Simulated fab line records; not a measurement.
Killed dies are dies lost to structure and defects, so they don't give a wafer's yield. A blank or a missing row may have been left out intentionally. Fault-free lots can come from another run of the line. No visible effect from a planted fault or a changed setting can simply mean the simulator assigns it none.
Chamber matching	flow n5-finfet	8 sister chambers for N5_HKMG_FIN_WET_ETCH_87 on wet-bench-04
The step etches TiN in SC1, time 154.2 s, target depth 4.7 nm, rinse time 30 s. 8 wafers are shown with their chamber, then 7 later ones without.

== WAFERS PAIRED WITH THEIR CHAMBERS ==
wafer	chamber	bath-guard-temp-C (C)
L480.3	3	50.0
L481.2	1	50.1
L485.2	5	50.4
L485.4	0	49.6
L486.1	4	51.1
L486.4	6	49.6
L488.3	7	49.2
L488.4	2	50.0

== WAFERS MISSING THEIR CHAMBER ==
wafer	bath-guard-temp-C (C)
L488.5	50.1
L489.2	50.1
L489.4	51.2
L489.6	50.4
L490.1	50.1
L490.2	50.2
L490.6	49.7

== WHICH CHAMBER EACH WENT THROUGH ==
wafer	from the rows above	in truth
L488.5	can't be placed: 1 or 2 or 3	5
L489.2	can't be placed: 1 or 2 or 3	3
L489.4	4	4
L489.6	5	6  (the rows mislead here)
L490.1	can't be placed: 1 or 2 or 3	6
L490.2	can't be placed: 1 or 5 or 2 or 3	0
L490.6	can't be placed: 0 or 6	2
1 of 7 placed correctly. Not placeable from these rows: 5 (in 1, the candidates include the true chamber). Placed wrongly: 1.
How it was worked out, from the rows above alone: a wafer's distance from a chamber is the root of the sum, over the readings, of the square of ((its reading less the chamber's mean) divided by the reading's scatter). The wafer belongs to the nearest chamber; if the next one is less than 2 further off, it can't be placed. For every chamber, the mean is computed from those of its wafers that are shown. The scatter: root of mean squared gap, hidden wafer to nearest shown wafer, with one shown wafer a chamber.
